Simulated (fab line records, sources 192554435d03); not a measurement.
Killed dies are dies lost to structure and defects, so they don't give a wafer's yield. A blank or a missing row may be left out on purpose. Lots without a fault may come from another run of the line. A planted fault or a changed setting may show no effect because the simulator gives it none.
fab line records | flow n5_finfet | part 2 of 2: steps 5 to 6 of 6
record lots=22 wafers=66 last_day=17
route steps=1938 shown STI_FIN_REVEAL@200 DUMMY_GATE@242 SD_EPI_P@306 GATE_CUT@465
lots that met no fault: from a run of the same line without faults
start_h: hours from the record's first day to the start of the lot's first wafer shown | wait_h: hours since the lot's step before | " the same as in the row above | L1.1+2: a row that stands for several wafers | - no value, or no start given | * or withheld: withheld | < > ~ a bound
route shown NAME@n: a module of which the file shows steps, and the number in the route of the first | usual: mean/standard deviation of fault-free wafers | same: alike in all rows | chamber/n: place in a boat | sites: the reading at each site | _std_site: their standard deviation | _edge_site: outer sites' mean less inner sites' | radius_mm: how far each site lies from the wafer's centre | mask NAME#n: copy n | behind: the tool/chamber that last shaped the wafer | hold: why the lot was held/for how many hours/how that ended | device: the transistor (n, p or np) that didn't switch | end of line: the same wafers' tests at the end of the route | a step without rows: its recipe alone | killed: dies lost to structure and defects at the first sort, not the wafer's yield | map: a wafer's dies, x killed, . not, _ none there
set.NAME: the setting as run; set.NAME@STEP: as run at that earlier step | model.NAME: the simulator's own value behind a step, which no gauge read
steps of the route over a sample of lots; a table a step, a row a wafer
services: from which hour (start_h, from the record's first day; less than 0 if before it) a tool's chamber was out of use, for how many hours, and why
## steps
# step N5_GATE_CUT_ETCHBACK_00
# recipe chemistry=SF6/Cl2 target=W pressure_mtorr=8 icp_w=900 bias_w=80 SF6_flow_sccm=40 Cl2_flow_sccm=60
# usual drypump_motor_current_A=5.5/0.35 oes_product_au=0.84/0.085 rf_fwd_power_W=894/3 throttle_valve_pct=27.34/0.16
# columns lot.wafer tool chamber start_h wait_h drypump_motor_current_A oes_product_au rf_fwd_power_W rf_hours_counter_h throttle_valve_pct
L074.1 rie_metal-01 0 81.23 0.0 5.3 0.96 898 4 27.33
L074.2 " 1 " " 5.2 0.85 897 22 27.53
L074.4 " 1 " " 5.2 0.84 895 - 27.53
L075.1 rie_metal-03 1 88.07 0.0 5.2 0.96 894 2 27.09
L075.3 " 1 " " 5.2 0.96 894 - 27.10
L075.4 " 0 " " 6.0 0.76 894 - 27.40
L076.2 rie_metal-02 0 94.70 0.0 5.5 0.79 900 36 27.16
L076.3 " 0 " " 5.5 0.79 899 - 27.14
L076.5 " 0 " " 5.5 0.79 893 - 27.13
L077.2 rie_metal-03 0 100.32 0.0 6.0 0.76 894 54 27.43
L077.5 " 0 " " 6.0 0.77 892 - 27.40
L077.6 " 1 " " 5.2 0.96 896 - 27.10
L078.1 rie_metal-01 0 104.06 0.0 5.4 0.92 892 6 27.35
L078.5 " 1 " " 5.2 0.83 894 - 27.53
L078.6 " 0 " " 5.3 0.92 894 - 27.34
L079.1 rie_metal-01 0 112.84 0.0 5.3 0.91 894 7 27.34
L079.3 " 1 " " 5.2 0.82 892 - 27.53
L079.4 " 0 " " 5.4 0.92 898 - 27.33
L080.3 rie_metal-01 0 120.00 0.1 5.4 0.91 890 - 27.34
L080.4 " 1 " " 5.2 0.83 896 - 27.54
L080.5 " 0 " " 5.3 0.91 887 - 27.33
L082.3 rie_metal-03 0 128.51 0.1 6.0 0.75 895 - 27.43
L082.4 " 1 " " 5.1 0.93 896 - 27.12
L082.6 " 0 " " 6.0 0.76 896 - 27.41
L083.2 rie_metal-02 0 135.85 0.0 5.5 0.77 893 42 27.17
L083.4 " 0 " " 5.5 0.76 897 - 27.16
L083.5 " 1 " " 5.7 0.94 895 - 27.52
L084.2 rie_metal-03 1 142.36 0.0 5.1 0.93 895 6 27.09
L084.5 " 1 " " 5.1 0.93 894 - 27.11
L084.6 " 0 " " 6.0 0.76 892 - 27.43
L085.2 rie_metal-01 0 147.31 0.0 5.3 0.90 888 10 27.33
L085.3 " 0 " " 5.4 0.91 893 - 27.33
L085.4 " 1 " " 5.2 0.83 891 - 27.55
L086.1 rie_metal-03 1 157.68 0.0 5.1 0.92 899 8 27.12
L086.3 " 0 " " 6.0 0.75 888 - 27.43
L086.4 " 1 " " 5.1 0.93 898 - 27.12
L087.4 rie_metal-03 0 158.82 0.1 6.0 0.75 893 - 27.43
L087.5 " 0 " " 6.0 0.75 891 - 27.43
L087.6 " 1 " " 5.1 0.93 894 - 27.12
L089.1 rie_metal-01 0 171.80 0.0 5.3 0.88 898 13 27.34
L089.3 " 1 " " 5.2 0.81 893 - 27.53
L089.4 " 0 " " 5.3 0.88 894 - 27.33
L090.1 rie_metal-03 0 177.22 0.0 6.0 0.75 892 60 27.43
L090.4 " 1 " " 5.1 0.91 893 - 27.11
L090.6 " 0 " " 6.0 0.75 893 - 27.43
L091.2 rie_metal-02 1 182.40 0.0 5.7 0.91 893 5 27.51
L091.3 " 0 " " 5.5 0.77 896 - 27.17
L091.5 " 1 " " 5.7 0.92 896 - 27.55
L092.4 rie_metal-01 0 188.15 0.1 5.3 0.89 895 - 27.35
L092.5 " 0 " " 5.4 0.88 891 - 27.34
L092.6 " 1 " " 5.2 0.80 894 - 27.55
L093.3 rie_metal-01 0 193.70 0.1 5.4 0.88 898 - 27.36
L093.4 " 1 " " 5.2 0.80 895 - 27.54
L093.5 " 1 " " 5.2 0.81 897 - 27.53
L094.1 rie_metal-01 1 201.17 0.0 5.2 0.80 892 34 27.54
L094.4 " 1 " " 5.2 0.80 887 - 27.54
L094.6 " 1 " " 5.2 0.80 892 - 27.53
L095.1 rie_metal-03 1 205.50 0.0 5.1 0.90 897 12 27.13
L095.3 " 1 " " 5.2 0.90 897 - 27.15
L095.4 " 0 " " 6.0 0.74 894 - 27.44
L096.1 rie_metal-03 0 215.09 0.0 6.0 0.74 892 63 27.43
L096.3 " 0 " " 6.0 0.74 891 - 27.42
L096.5 " 1 " " 5.1 0.90 895 - 27.10
L097.3 rie_metal-02 1 216.72 0.1 5.7 0.90 896 - 27.54
L097.4 " 0 " " 5.5 0.75 892 - 27.15
L097.6 " 1 " " 5.8 0.90 902 - 27.53
# step N5_GATE_CUT_ETCH_28
# recipe chemistry=N2/H2 target=underlayer target_depth_a=130 mask_material=CAR-EUV time_s=10.4 ion_energy_ev=200 pressure_mtorr=30 source_w=840 bias_w=150 n2_flow_sccm=200 h2_flow_sccm=200 ends=cleared
# usual drypump_motor_current_A=5.6/0.5 etch_rf_on_time_s=10.43/0.21 oes_product_au=0.67/0.055 rf_fwd_power_W=819.4/2.5 rf_vpp_V=525.2/2.8 showerhead_plenum_p_Torr=2.58/0.1 throttle_valve_pct=17.95/0.19
# columns lot.wafer tool chamber start_h wait_h drypump_motor_current_A etch_rf_on_time_s oes_product_au rf_fwd_power_W rf_hours_counter_h rf_vpp_V showerhead_plenum_p_Torr throttle_valve_pct
L074.1 rie_diel-01 3 85.10 0.0 5.2 9.91 0.68 823.9 126 523.5 2.55 18.02
L074.2 " 2 " " 4.8 10.59 0.58 817.4 248 519.7 2.40 18.16
L074.4 " 1 " " 5.8 10.43 0.79 819.6 11 527.4 2.72 18.08
L075.1 rie_diel-03 0 93.28 0.0 5.3 10.56 0.64 820.0 151 524.3 2.53 17.97
L075.3 " 3 " " 5.8 10.64 0.68 820.0 80 528.1 2.69 17.90
L075.4 " 1 " " 5.2 10.53 0.64 814.1 128 526.0 2.54 18.08
L076.2 rie_diel-02 3 99.42 0.0 5.6 10.53 0.77 819.5 28 528.2 2.69 17.60
L076.3 " 1 " " 4.9 10.64 0.62 820.9 177 520.4 2.42 17.46
L076.5 " 3 " " 5.6 10.55 0.77 817.6 - 528.4 2.69 17.61
L077.2 rie_diel-03 2 104.24 0.0 6.5 10.33 0.66 818.6 135 527.4 2.67 17.71
L077.5 " 2 " " 6.5 10.37 0.65 822.7 - 527.5 2.66 17.72
L077.6 " 1 " " 5.2 10.54 0.63 816.9 - 524.0 2.54 18.07
L078.1 rie_diel-03 3 108.68 0.0 5.9 10.60 0.67 823.3 86 528.1 2.68 17.92
L078.5 " 0 " " 5.3 10.43 0.65 820.4 - 524.1 2.53 17.97
L078.6 " 1 " " 5.2 10.49 0.64 818.7 - 524.2 2.54 18.07
L079.1 rie_diel-02 0 116.97 0.0 5.3 10.49 0.64 820.2 151 523.7 2.56 18.22
L079.3 " 1 " " 4.9 10.66 0.62 819.8 185 521.2 2.41 17.48
L079.4 " 3 " " 5.7 10.34 0.77 817.4 36 528.6 2.68 17.64
L080.3 rie_diel-02 2 123.83 0.0 6.1 10.44 0.68 823.1 94 519.1 2.35 18.04
L080.4 " 3 " " 5.6 10.52 0.75 815.8 37 526.6 2.68 17.62
L080.5 " 3 " " 5.6 10.45 0.75 822.5 - 527.3 2.68 17.60
L082.3 rie_diel-03 0 132.39 0.0 5.3 10.51 0.63 824.6 164 522.8 2.53 18.02
L082.4 " 1 " " 5.2 10.62 0.62 821.6 141 523.9 2.54 18.10
L082.6 " 0 " " 5.3 10.55 0.64 819.1 - 523.0 2.53 18.01
L083.2 rie_diel-02 0 139.69 0.0 5.3 10.50 0.63 814.0 158 523.8 2.56 18.21
L083.4 " 2 " " 6.0 10.28 0.68 814.8 101 519.1 2.34 18.06
L083.5 " 3 " " 5.6 10.46 0.75 818.7 - 527.9 2.68 17.63
L084.2 rie_diel-03 1 146.42 0.0 5.2 10.51 0.63 819.0 146 525.9 2.54 18.10
L084.5 " 3 " " 5.9 10.56 0.67 819.8 - 527.7 2.68 17.93
L084.6 " 0 " " 5.3 10.49 0.64 821.2 - 522.8 2.52 18.01
L085.2 rie_diel-03 2 151.45 0.0 6.5 10.37 0.64 820.7 150 528.3 2.66 17.75
L085.3 " 1 " " 5.2 10.55 0.63 821.3 147 523.6 2.53 18.10
L085.4 " 3 " " 5.8 10.51 0.67 818.9 101 527.6 2.68 17.92
L086.1 rie_diel-03 1 161.66 0.0 5.2 10.50 0.63 819.5 149 523.8 2.53 18.13
L086.3 " 3 " " 5.8 10.51 0.66 821.7 103 528.1 2.68 17.96
L086.4 " 1 " " 5.2 10.52 0.63 820.3 - 523.8 2.53 18.10
L087.4 rie_diel-03 3 162.60 0.0 5.9 10.54 0.66 821.6 103 527.7 2.68 17.93
L087.5 " 3 " " 5.9 10.54 0.67 817.6 - 526.9 2.68 17.92
L087.6 " 0 " " 5.4 10.46 0.63 824.2 - 523.9 2.52 18.02
L089.1 rie_diel-03 0 175.65 0.0 5.3 10.49 0.63 822.2 177 523.0 2.52 18.03
L089.3 " 1 " " 5.2 10.56 0.62 821.0 152 525.1 2.53 18.11
L089.4 " 3 " " 5.9 10.59 0.66 818.4 107 528.3 2.67 17.93
L090.1 rie_diel-01 0 181.84 0.0 6.2 10.63 0.60 821.6 188 525.9 2.64 18.05
L090.4 " 3 " " 5.2 10.04 0.66 819.4 - 522.5 2.54 18.06
L090.6 " 2 " " 4.8 10.00 0.81 819.5 - 529.2 2.71 17.75
L091.2 rie_diel-01 2 187.91 0.0 4.8 10.05 0.80 819.6 19 527.8 2.71 17.74
L091.3 " 0 " " 6.2 10.61 0.61 818.4 190 526.5 2.64 18.06
L091.5 " 0 " " 6.2 10.73 0.60 821.3 - 526.4 2.64 18.07
L092.4 rie_diel-03 1 193.38 0.0 5.2 10.59 0.62 816.1 157 523.8 2.53 18.12
L092.5 " 2 " " 6.4 10.48 0.63 819.2 - 525.9 2.65 17.76
L092.6 " 1 " " 5.2 10.62 0.62 820.4 - 524.7 2.53 18.11
L093.3 rie_diel-01 0 197.71 0.0 6.2 10.67 0.60 818.9 194 526.5 2.64 18.08
L093.4 " 3 " " 5.2 10.03 0.65 821.6 162 523.0 2.53 18.07
L093.5 " 3 " " 5.2 9.98 0.66 820.8 - 525.1 2.53 18.07
L094.1 rie_diel-03 2 205.00 0.0 6.4 10.43 0.63 817.6 162 526.3 2.65 17.75
L094.4 " 1 " " 5.2 10.57 0.62 821.7 160 523.9 2.53 18.12
L094.6 " 1 " " 5.2 10.55 0.62 818.2 - 524.3 2.53 18.13
L095.1 rie_diel-01 1 209.35 0.0 5.8 10.47 0.73 822.5 46 529.5 2.71 18.12
L095.3 " 2 " " 4.8 10.03 0.78 814.3 26 528.6 2.70 17.76
L095.4 " 0 " " 6.2 10.67 0.60 816.6 197 527.2 2.64 18.06
L096.1 rie_diel-01 3 219.16 0.0 5.2 9.96 0.65 815.4 167 523.4 2.53 18.10
L096.3 " 1 " " 5.8 10.46 0.72 819.7 48 527.7 2.71 18.15
L096.5 " 2 " " 4.8 10.03 0.78 818.6 - 527.1 2.70 17.77
L097.3 rie_diel-02 3 220.60 0.0 5.6 10.19 0.74 817.7 65 529.5 2.67 17.69
L097.4 " 2 " " 6.1 10.10 0.66 815.9 120 518.7 2.34 18.10
L097.6 " 2 " " 6.1 10.12 0.67 817.5 - 517.6 2.34 18.09
## services
# columns tool chamber start_h hours kind
plasma_asher-02 - 19.33 1.9 repair
rie_metal-01 - 19.81 22.6 repair
rie_diel-01 2 20.49 6.4 repair
rie_diel-01 0 25.17 3.3 repair
rie_si-04 2 25.21 6.3 repair
rie_si-02 - 29.48 0.8 repair
rie_diel-01 - 46.39 15.6 pm
rie_diel-03 - 55.82 1.1 repair
rie_diel-03 1 58.99 5.7 repair
rie_diel-02 1 66.08 13.3 repair
rie_si-01 3 66.08 0.9 repair
rie_diel-01 1 70.81 8.1 repair
rie_diel-02 2 100.33 12.5 repair
plasma_asher-02 - 120.23 10.0 pm
rie_diel-01 - 127.88 1.2 repair
rie_si-04 3 131.12 3.7 repair
rie_si-04 1 137.08 5.5 repair
rie_diel-03 - 138.91 0.2 repair
rie_diel-03 2 153.41 8.3 repair
rie_diel-03 1 168.76 2.7 repair
plasma_asher-01 - 171.54 10.0 pm
rie_diel-01 1 178.44 15.9 repair
rie_metal-01 - 204.00 0.5 repair
rie_diel-03 0 215.28 6.4 repair
